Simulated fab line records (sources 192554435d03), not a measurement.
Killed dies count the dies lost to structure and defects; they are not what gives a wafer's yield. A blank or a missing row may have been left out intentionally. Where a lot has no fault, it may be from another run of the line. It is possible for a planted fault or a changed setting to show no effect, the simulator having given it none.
Split-lot trial	flow n5Finfet	21 wafers read across 7 lots, on a route 1938 steps long

THE SPLIT ITSELF
At N5_BEOL_M7_VIA_ETCH_34 (etches SiCOH lowk in C4F6/O2, target depth 125.5 nm, time 50.5 s), the setting sourceW was moved away from the recipe's 345 W on 9 of the 21 wafers read, by -13.8% to +14.8%. This setting was run at the recipe's value on the other wafers.

The reading comes from the split's own step.

THE READING
rfVppV, in V, at N5_BEOL_M7_VIA_ETCH_34 (etches SiCOH lowk in C4F6/O2, target depth 125.5 nm, time 50.5 s). A value of 668 V with a standard deviation of 12 V is what fault-free wafers of this fab line usually give.

wafer	tool, chamber at the split	sourceW as run, W	against the recipe	rfVppV, V	against lot-mates on the recipe
L080.1	rieDiel-06, 2	320.4	-7.1%	705	no lot-mate on the recipe
L080.4	rieDiel-06, 3	320.4	-7.1%	699	no lot-mate on the recipe
L080.5	rieDiel-06, 0	320.4	-7.1%	705	no lot-mate on the recipe
L083.2	rieDiel-04, 0	345	recipe	645	-
L083.3	rieDiel-04, 1	345	recipe	660	-
L083.4	rieDiel-04, 1	345	recipe	660	-
L084.3	rieDiel-04, 1	345	recipe	659	-
L084.4	rieDiel-04, 1	396	+14.8%	616	-43
L084.6	rieDiel-04, 2	396	+14.8%	632	-27
L085.3	rieDiel-06, 1	345	recipe	667	-
L085.4	rieDiel-06, 3	345	recipe	670	-
L085.6	rieDiel-06, 1	345	recipe	667	-
L076.1	rieDiel-06, 0	391.5	+13.5%	636	-36
L076.2	rieDiel-06, 3	345	recipe	672	-
L076.3	rieDiel-06, 1	391.5	+13.5%	626	-46
L090.1	rieDiel-04, 3	297.4	-13.8%	701	+56
L090.3	rieDiel-04, 1	297.4	-13.8%	711	+66
L090.4	rieDiel-04, 0	345	recipe	645	-
L093.1	rieDiel-04, 1	345	recipe	659	-
L093.3	rieDiel-04, 2	345	recipe	678	-
L093.5	rieDiel-04, 1	345	recipe	659	-

FIT RESULTS
A straight line over all 21 wafers: rfVppV changes by -3.06 V for each +1% of sourceW; r = -0.92; the points scatter about the line by 11 V.
The same after taking each lot's own level away (the mean of its wafers on the recipe; 18 wafers): -3.33 V for each +1%; r = -0.95; scatter 8.9 V.
The reading moves by 49 V for the largest change in sourceW, on that fit.
The lots' own levels span 645.0 to 672.0 V, that is 2.2 times the standard deviation above.
Hence the lot-to-lot level has little effect on the slope; both slopes agree.
Check: -46.2 V against its lot-mates is what the line predicts for one of the wafers moved furthest among these (+14.8%) when that wafer is left out of the fit. It came out at -43 V against them.
Tool readings at the split's step, against how far the setting was moved: rfVppV r = -0.92.

OTHER SPLITS ON THESE WAFERS
Note: prior to the reading, these wafers also went through further splits. Each is held against what the fit with the lots' levels taken away leaves over:
other split on the same wafers	wafers away from the commonest value	r with rfVppV (lot level and that fit taken away)
N5_BEOL_M5_COAT_66 spinRpm	9	+0.33
N5_BEOL_M5_VIA_ETCH_34 sourceW	5	+0.06
N5_BEOL_M5_TRENCH_ETCH_37 biasW	7	-0.26
N5_BEOL_M7_ILD_DEP_00 timeS	8	+0.09
N5_BEOL_M7_HM_DEP_02 targetThkA	8	-0.39
N5_BEOL_M7_EXPOSE_25 doseMj	8	+0.15

FILE'S OWN FIT
rfVppV changes by -3.25 V for each +1% of sourceW, r = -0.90.
